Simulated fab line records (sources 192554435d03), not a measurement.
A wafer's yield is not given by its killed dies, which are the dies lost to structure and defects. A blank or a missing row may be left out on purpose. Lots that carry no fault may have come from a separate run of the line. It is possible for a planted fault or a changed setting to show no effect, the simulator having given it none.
fab line records + flow n5_finfet
[record]
- lots = 10
- wafers = 30
- last_day = 17
route steps=1938 shown BEOL_M8@1345
lots that met no fault: taken from a fault-free run of the same line
start_h: hours from the record's opening day to when the first of the lot's shown wafers began + wait_h: hours from the lot's prior step to this one + " identical to the entry in the row above + L1.1+2: a single row standing in for several wafers + - no value, or no start given + * or withheld: withheld + < > ~ a bound
route shown NAME@n: NAME is a module with steps in the file, n the number in the route of the first one + usual: average and standard deviation across the fault-free wafers + same: alike in all rows + chamber/n: place in a boat + sites: per-site readings + _std_site: how widely they spread, as a standard deviation + _edge_site: inner sites' mean taken away from outer sites' mean + radius_mm: how far each site lies from the wafer's centre + mask NAME#n: copy n + behind: the tool/chamber that last shaped the wafer + hold: what put the lot on hold/how long, in hours/how the hold closed + device: names the non-switching transistor (n, p or np) + end of line: the route-end tests of the same wafers + for a step that has no rows: nothing shown but its recipe + killed: dies lost to structure and defects at the first sort, not the wafer's yield + map: the dies of a wafer, with x for killed, . for not killed, _ for no die there
set.NAME: setting as actually run; set.NAME@STEP: the setting as run at that earlier step + model.NAME: the simulator's own value behind a step, which no gauge read
route steps across a sampled set of lots; one table per step, one row per wafer
services: from which hour (start_h, from the record's first day; less than 0 if before it) a tool's chamber was out of use, for how many hours, and why
[[steps]]
[step N5_BEOL_M8_CD_MEAS_11]
[recipe]
- target_cd_nm = 38.5
- landing_energy_ev = 500
- detector = se_inlens
- polarity = opening
[usual]
- cd_nm = 38.4/0.48
| lot.wafer | tool      | chamber | start_h | wait_h | cd_nm |
|-----------|-----------|---------|---------|--------|-------|
| L421.1    | cd_sem-02 | 0       | 188.38  | -      | 37.4  |
| L421.4    | "         | 0       | "       | "      | 37.9  |
| L421.6    | "         | 0       | "       | "      | 37.8  |
| L422.1    | cd_sem-01 | 0       | 201.14  | -      | 38.5  |
| L422.2    | "         | 0       | "       | "      | 38.8  |
| L422.4    | "         | 0       | "       | "      | 39.1  |
| L425.1    | cd_sem-02 | 0       | 208.29  | -      | 38.3  |
| L425.3    | "         | 0       | "       | "      | 37.8  |
| L425.5    | "         | 0       | "       | "      | 38.1  |
| L423.1    | cd_sem-01 | 0       | 214.35  | -      | 37.9  |
| L423.3    | "         | 0       | "       | "      | 37.4  |
| L423.5    | "         | 0       | "       | "      | 38.3  |
| L426.1    | cd_sem-02 | 0       | 218.23  | -      | 38.9  |
| L426.2    | "         | 0       | "       | "      | 39.5  |
| L426.4    | "         | 0       | "       | "      | 39.2  |
| L430.2    | cd_sem-01 | 0       | 237.01  | -      | 38.8  |
| L430.4    | "         | 0       | "       | "      | 38.6  |
| L430.6    | "         | 0       | "       | "      | 37.7  |
| L431.1    | cd_sem-01 | 0       | 247.22  | -      | 38.6  |
| L431.2    | "         | 0       | "       | "      | 37.7  |
| L431.3    | "         | 0       | "       | "      | 37.1  |
| L437.2    | cd_sem-01 | 0       | 293.95  | -      | 38.2  |
| L437.5    | "         | 0       | "       | "      | 39.3  |
| L437.6    | "         | 0       | "       | "      | 38.5  |
| L439.1    | cd_sem-01 | 0       | 309.27  | -      | 39.2  |
| L439.2    | "         | 0       | "       | "      | 38.6  |
| L439.5    | "         | 0       | "       | "      | 38.7  |
| L444.2    | cd_sem-03 | 0       | 343.72  | -      | 38.0  |
| L444.4    | "         | 0       | "       | "      | 38.2  |
| L444.5    | "         | 0       | "       | "      | 38.1  |
[step N5_BEOL_M8_INSPECT_30]
[recipe]
- mode = adi
- inspect_instrument = brightfield
[usual]
- raw_defect_count = 379/89
| lot.wafer | tool              | chamber | start_h | wait_h | raw_defect_count |
|-----------|-------------------|---------|---------|--------|------------------|
| L421.1    | defect_inspect-01 | -       | 191.68  | 0.1    | 375              |
| L421.4    | "                 | -       | "       | "      | 215              |
| L421.6    | "                 | -       | "       | "      | 294              |
| L422.1    | defect_inspect-02 | -       | 202.84  | 0.1    | 613              |
| L422.2    | "                 | -       | "       | "      | 632              |
| L422.4    | "                 | -       | "       | "      | 544              |
| L425.1    | defect_inspect-02 | -       | 210.03  | 0.1    | 417              |
| L425.3    | "                 | -       | "       | "      | 351              |
| L425.5    | "                 | -       | "       | "      | 463              |
| L423.1    | defect_inspect-02 | -       | 216.76  | 0.1    | 435              |
| L423.3    | "                 | -       | "       | "      | 536              |
| L423.5    | "                 | -       | "       | "      | 468              |
| L426.1    | defect_inspect-01 | -       | 220.12  | 0.1    | 266              |
| L426.2    | "                 | -       | "       | "      | 504              |
| L426.4    | "                 | -       | "       | "      | 432              |
| L430.2    | defect_inspect-01 | -       | 239.19  | 0.0    | 247              |
| L430.4    | "                 | -       | "       | "      | 290              |
| L430.6    | "                 | -       | "       | "      | 350              |
| L431.1    | defect_inspect-01 | -       | 249.83  | 0.1    | 257              |
| L431.2    | "                 | -       | "       | "      | 299              |
| L431.3    | "                 | -       | "       | "      | 216              |
| L437.2    | defect_inspect-02 | -       | 299.53  | 0.0    | 535              |
| L437.5    | "                 | -       | "       | "      | 407              |
| L437.6    | "                 | -       | "       | "      | 372              |
| L439.1    | defect_inspect-01 | -       | 314.64  | 0.1    | 433              |
| L439.2    | "                 | -       | "       | "      | 373              |
| L439.5    | "                 | -       | "       | "      | 364              |
| L444.2    | defect_inspect-01 | -       | 344.95  | 0.0    | 349              |
| L444.4    | "                 | -       | "       | "      | 356              |
| L444.5    | "                 | -       | "       | "      | 259              |
[step N5_BEOL_M8_ETCH_65]
[recipe]
- chemistry = CF4
- target = SiARC
- target_depth_a = 156
- mask_material = CAR-EUV
- time_s = 26
- ion_energy_ev = 80
- pressure_mtorr = 40
- source_w = 545
- bias_w = 36
- Ar_flow_sccm = 100
- cf4_flow_sccm = 100
- ends = cleared
[usual]
- drypump_motor_current_A = 5.7/0.51
- etch_rf_on_time_s = 25.6/0.66
- oes_product_au = 0.70/0.068
- rf_fwd_power_W = 531.8/1.7
- rf_vpp_V = 183.9/1.2
- showerhead_plenum_p_Torr = 2.13/0.075
- throttle_valve_pct = 15.60/0.21
| lot.wafer | tool        | chamber | start_h | wait_h | drypump_motor_current_A | etch_rf_on_time_s | oes_product_au | rf_fwd_power_W | rf_hours_counter_h | rf_vpp_V | showerhead_plenum_p_Torr | throttle_valve_pct |
|-----------|-------------|---------|---------|--------|-------------------------|-------------------|----------------|----------------|--------------------|----------|--------------------------|--------------------|
| L421.1    | rie_diel-02 | 1       | 191.77  | 0.0    | 6.3                     | 26.1              | 0.66           | 533.1          | 153                | 183.1    | 2.07                     | 15.50              |
| L421.4    | "           | 2       | "       | "      | 5.8                     | 25.4              | 0.77           | 532.3          | 26                 | 183.0    | 2.19                     | 15.46              |
| L421.6    | "           | 3       | "       | "      | 6.1                     | 25.0              | 0.84           | 532.2          | -                  | 182.7    | 2.11                     | 15.51              |
| L422.1    | rie_diel-06 | 3       | 202.92  | 0.0    | 5.5                     | 24.6              | 0.69           | 534.1          | 100                | 182.9    | 2.07                     | 15.67              |
| L422.2    | "           | 0       | "       | "      | 5.7                     | 25.0              | 0.73           | 532.0          | 67                 | 185.7    | 2.26                     | 15.43              |
| L422.4    | "           | 1       | "       | "      | 6.3                     | 24.9              | 0.78           | 531.1          | 27                 | 182.8    | 2.10                     | 15.34              |
| L425.1    | rie_diel-06 | 1       | 210.11  | 0.0    | 6.3                     | 24.4              | 0.79           | 532.0          | 29                 | 182.7    | 2.10                     | 15.38              |
| L425.3    | "           | 2       | "       | "      | 5.5                     | 25.2              | 0.61           | 532.0          | 222                | 186.3    | 2.19                     | 16.02              |
| L425.5    | "           | 2       | "       | "      | 5.5                     | 25.2              | 0.61           | 530.2          | -                  | 185.1    | 2.19                     | 16.02              |
| L423.1    | rie_diel-01 | 3       | 217.01  | 0.0    | 5.4                     | 26.5              | 0.74           | 532.4          | 46                 | 183.5    | 2.09                     | 15.40              |
| L423.3    | "           | 0       | "       | "      | 4.7                     | 26.2              | 0.61           | 531.0          | 216                | 184.7    | 2.11                     | 15.57              |
| L423.5    | "           | 1       | "       | "      | 5.0                     | 26.2              | 0.61           | 530.5          | -                  | 182.7    | 2.04                     | 16.02              |
| L426.1    | rie_diel-02 | 0       | 220.40  | 0.0    | 5.5                     | 25.1              | 0.75           | 532.9          | 52                 | 185.4    | 2.27                     | 15.51              |
| L426.2    | "           | 1       | "       | "      | 6.4                     | 26.0              | 0.66           | 531.4          | 164                | 182.7    | 2.07                     | 15.53              |
| L426.4    | "           | 2       | "       | "      | 5.8                     | 25.4              | 0.75           | 531.7          | 36                 | 184.7    | 2.19                     | 15.47              |
| L430.2    | rie_diel-06 | 2       | 239.32  | 0.0    | 5.5                     | 25.4              | 0.60           | 531.9          | 227                | 183.9    | 2.19                     | 16.05              |
| L430.4    | "           | 3       | "       | "      | 5.6                     | 24.7              | 0.68           | 528.1          | 108                | 182.6    | 2.06                     | 15.68              |
| L430.6    | "           | 3       | "       | "      | 5.6                     | 24.6              | 0.69           | 528.5          | -                  | 184.1    | 2.06                     | 15.67              |
| L431.1    | rie_diel-01 | 2       | 249.91  | 0.0    | 6.2                     | 26.2              | 0.75           | 533.2          | 32                 | 184.2    | 2.19                     | 15.47              |
| L431.2    | "           | 0       | "       | "      | 4.7                     | 26.4              | 0.60           | 531.1          | 230                | 183.8    | 2.11                     | 15.61              |
| L431.3    | "           | 1       | "       | "      | 5.0                     | 26.2              | 0.60           | 530.3          | 204                | 181.6    | 2.04                     | 16.02              |
| L437.2    | rie_diel-02 | 2       | 299.61  | 0.0    | 5.8                     | 20.8              | 0.80           | 661.6          | 67                 | 171.5    | 2.18                     | 15.54              |
| L437.5    | "           | 3       | "       | "      | 6.1                     | 20.9              | 0.85           | 657.9          | -                  | 169.5    | 2.09                     | 15.59              |
| L437.6    | "           | 2       | "       | "      | 5.8                     | 20.8              | 0.80           | 662.9          | -                  | 172.5    | 2.18                     | 15.54              |
| L439.1    | rie_diel-02 | 3       | 314.98  | 0.0    | 6.1                     | 20.8              | 0.84           | 663.6          | 53                 | 170.2    | 2.09                     | 15.61              |
| L439.2    | "           | 0       | "       | "      | 5.5                     | 20.6              | 0.80           | 661.5          | 88                 | 170.5    | 2.26                     | 15.60              |
| L439.5    | "           | 3       | "       | "      | 6.1                     | 20.9              | 0.84           | 663.6          | -                  | 170.1    | 2.09                     | 15.61              |
| L444.2    | rie_diel-01 | 0       | 345.28  | 0.0    | 4.7                     | 26.0              | 0.82           | 532.4          | 8                  | 183.1    | 2.10                     | 15.18              |
| L444.4    | "           | 1       | "       | "      | 5.0                     | 26.1              | 0.59           | 537.3          | 240                | 182.2    | 2.03                     | 16.11              |
| L444.5    | "           | 1       | "       | "      | 5.0                     | 26.3              | 0.58           | 534.0          | -                  | 184.1    | 2.03                     | 16.10              |
[step N5_BEOL_M8_STRIP_36]
[recipe]
- chemistry = N2/H2
- power_w = 450
- temp_c = 40
- pressure_mtorr = 20
- rf_frequency_hz = 6e+07
- overash_fraction = 0.3
- bias_power_w = 7
- h2_frac = 0.5
- n2_flow_sccm = 200
- h2_flow_sccm = 200
[usual]
- drypump_motor_current_A = 5.7/0.52
- oes_product_au = 0.81/0.077
- power_w = 449.9/1.3
- rf_vpp_V = 59.1/1.6
- showerhead_plenum_p_Torr = 2.52/0.092
- temp_c = 40.00/0.11
- throttle_valve_pct = 23.7/0.37
| lot.wafer | tool        | chamber | start_h | wait_h | drypump_motor_current_A | oes_product_au | power_w | rf_hours_counter_h | rf_vpp_V | showerhead_plenum_p_Torr | temp_c | throttle_valve_pct |
|-----------|-------------|---------|---------|--------|-------------------------|----------------|---------|--------------------|----------|--------------------------|--------|--------------------|
| L421.1    | rie_diel-02 | 1       | 191.95  | 0.0    | 6.4                     | 0.77           | 449.9   | 153                | 59.3     | 2.44                     | 40.03  | 23.3               |
| L421.4    | "           | 2       | "       | "      | 5.8                     | 0.89           | 449.3   | 26                 | 59.0     | 2.61                     | 40.03  | 23.7               |
| L421.6    | "           | 3       | "       | "      | 6.1                     | 0.96           | 450.5   | -                  | 59.6     | 2.47                     | 39.99  | 23.4               |
| L422.1    | rie_diel-06 | 3       | 203.10  | 0.0    | 5.5                     | 0.81           | 449.8   | 100                | 59.6     | 2.46                     | 40.10  | 23.7               |
| L422.2    | "           | 0       | "       | "      | 5.7                     | 0.84           | 448.6   | 68                 | 59.3     | 2.68                     | 39.83  | 23.3               |
| L422.4    | "           | 1       | "       | "      | 6.3                     | 0.91           | 450.4   | 27                 | 58.6     | 2.48                     | 39.87  | 23.1               |
| L425.1    | rie_diel-06 | 1       | 210.29  | 0.0    | 6.2                     | 0.91           | 449.6   | 30                 | 60.6     | 2.48                     | 40.05  | 23.1               |
| L425.3    | "           | 2       | "       | "      | 5.6                     | 0.70           | 451.8   | 222                | 57.6     | 2.62                     | 39.91  | 24.3               |
| L425.5    | "           | 2       | "       | "      | 5.6                     | 0.70           | 451.3   | -                  | 61.6     | 2.62                     | 40.17  | 24.3               |
| L423.1    | rie_diel-01 | 3       | 217.19  | 0.0    | 5.4                     | 0.86           | 449.5   | 46                 | 58.9     | 2.45                     | 40.12  | 23.7               |
| L423.3    | "           | 0       | "       | "      | 4.7                     | 0.72           | 450.0   | 216                | 60.1     | 2.52                     | 39.94  | 23.5               |
| L423.5    | "           | 1       | "       | "      | 5.0                     | 0.70           | 448.6   | -                  | 58.4     | 2.43                     | 40.04  | 24.4               |
| L426.1    | rie_diel-02 | 0       | 220.58  | 0.0    | 5.5                     | 0.86           | 450.2   | 52                 | 60.2     | 2.69                     | 39.91  | 23.8               |
| L426.2    | "           | 1       | "       | "      | 6.3                     | 0.76           | 447.9   | 164                | 57.6     | 2.44                     | 39.80  | 23.4               |
| L426.4    | "           | 2       | "       | "      | 5.8                     | 0.87           | 449.5   | 36                 | 62.5     | 2.60                     | 39.97  | 23.7               |
| L430.2    | rie_diel-06 | 2       | 239.50  | 0.0    | 5.6                     | 0.70           | 452.4   | 227                | 59.5     | 2.62                     | 39.99  | 24.4               |
| L430.4    | "           | 3       | "       | "      | 5.6                     | 0.79           | 450.7   | 109                | 58.5     | 2.45                     | 40.06  | 23.7               |
| L430.6    | "           | 3       | "       | "      | 5.6                     | 0.79           | 449.7   | -                  | 58.7     | 2.46                     | 40.24  | 23.7               |
| L431.1    | rie_diel-01 | 2       | 250.09  | 0.0    | 6.2                     | 0.89           | 448.6   | 33                 | 59.7     | 2.58                     | 40.22  | 23.5               |
| L431.2    | "           | 0       | "       | "      | 4.7                     | 0.71           | 452.1   | 230                | 57.1     | 2.52                     | 40.01  | 23.5               |
| L431.3    | "           | 1       | "       | "      | 5.0                     | 0.71           | 448.0   | 204                | 59.0     | 2.43                     | 39.93  | 24.4               |
| L437.2    | rie_diel-02 | 2       | 299.79  | 0.0    | 5.8                     | 0.81           | 451.7   | 67                 | 61.6     | 2.59                     | 40.01  | 23.8               |
| L437.5    | "           | 3       | "       | "      | 6.1                     | 0.89           | 448.1   | -                  | 59.9     | 2.46                     | 39.97  | 23.5               |
| L437.6    | "           | 2       | "       | "      | 5.8                     | 0.83           | 451.2   | -                  | 61.1     | 2.59                     | 40.01  | 23.7               |
| L439.1    | rie_diel-02 | 3       | 315.17  | 0.0    | 6.1                     | 0.87           | 450.8   | 54                 | 61.0     | 2.45                     | 40.06  | 23.4               |
| L439.2    | "           | 0       | "       | "      | 5.5                     | 0.83           | 450.0   | 88                 | 61.7     | 2.68                     | 39.86  | 23.9               |
| L439.5    | "           | 3       | "       | "      | 6.1                     | 0.87           | 450.5   | -                  | 57.2     | 2.46                     | 40.06  | 23.5               |
| L444.2    | rie_diel-01 | 0       | 345.46  | 0.0    | 4.7                     | 0.96           | 449.6   | 8                  | 60.5     | 2.51                     | 40.11  | 23.3               |
| L444.4    | "           | 1       | "       | "      | 5.0                     | 0.68           | 450.1   | 241                | 60.3     | 2.41                     | 39.91  | 24.4               |
| L444.5    | "           | 1       | "       | "      | 5.0                     | 0.67           | 451.5   | -                  | 57.1     | 2.41                     | 40.04  | 24.5               |
[[services]]
| tool        | chamber | start_h | hours | kind                          |
|-------------|---------|---------|-------|-------------------------------|
| rie_diel-06 | -       | 215.62  | 15.6  | pm                            |
| rie_diel-02 | 2       | 235.45  | 2.4   | repair                        |
| rie_diel-01 | 3       | 246.14  | 18.9  | repair                        |
| rie_diel-01 | 2       | 299.37  | 5.1   | repair                        |
| rie_diel-01 | 0       | 304.44  | -     | clean                         |
| rie_diel-01 | 0       | 304.44  | -     | consumable_replace:focus_ring |
| rie_diel-01 | 0       | 304.44  | 18.2  | scheduled_down                |
| rie_diel-01 | 0       | 304.44  | 18.2  | vent_cycle                    |
| rie_diel-01 | -       | 311.59  | 0.2   | repair                        |
| rie_diel-06 | 2       | 312.32  | -     | clean                         |
| rie_diel-06 | 2       | 312.32  | -     | consumable_replace:focus_ring |
| rie_diel-06 | 2       | 312.32  | 23.8  | scheduled_down                |
| rie_diel-06 | 2       | 312.32  | 23.8  | vent_cycle                    |
| rie_diel-02 | 2       | 343.93  | 4.8   | repair                        |
[[key]]
[first_sign]
- step = N5_BEOL_M8_ETCH_65
- reading = rf_fwd_power_W
- direction = up
- sigmas = 77
- usual = *
- struck = *
[effect]
- step = N5_BEOL_M8_ETCH_65
- reading = rf_vpp_V
- direction = down
- sigmas = 11
- usual = 183.9
- struck = 170.7
met_at N5_BEOL_M8_ETCH_65
struck_lots L437,L439
not_acting_at N5_BEOL_M8_CD_MEAS_11,N5_BEOL_M8_INSPECT_30,N5_BEOL_M8_STRIP_36
onset_between 220.40 299.61
[fault]
- kind = process_parameter_drift
- tool = rie_diel-02
- chamber = -
- onset_h = 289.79
- steps = N5_BEOL_M8_ETCH_65
- channel = source_w
- offset = 130.8
- shape = step
- end_h = 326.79
- acts_in = these_recipes_only
- stated = 545
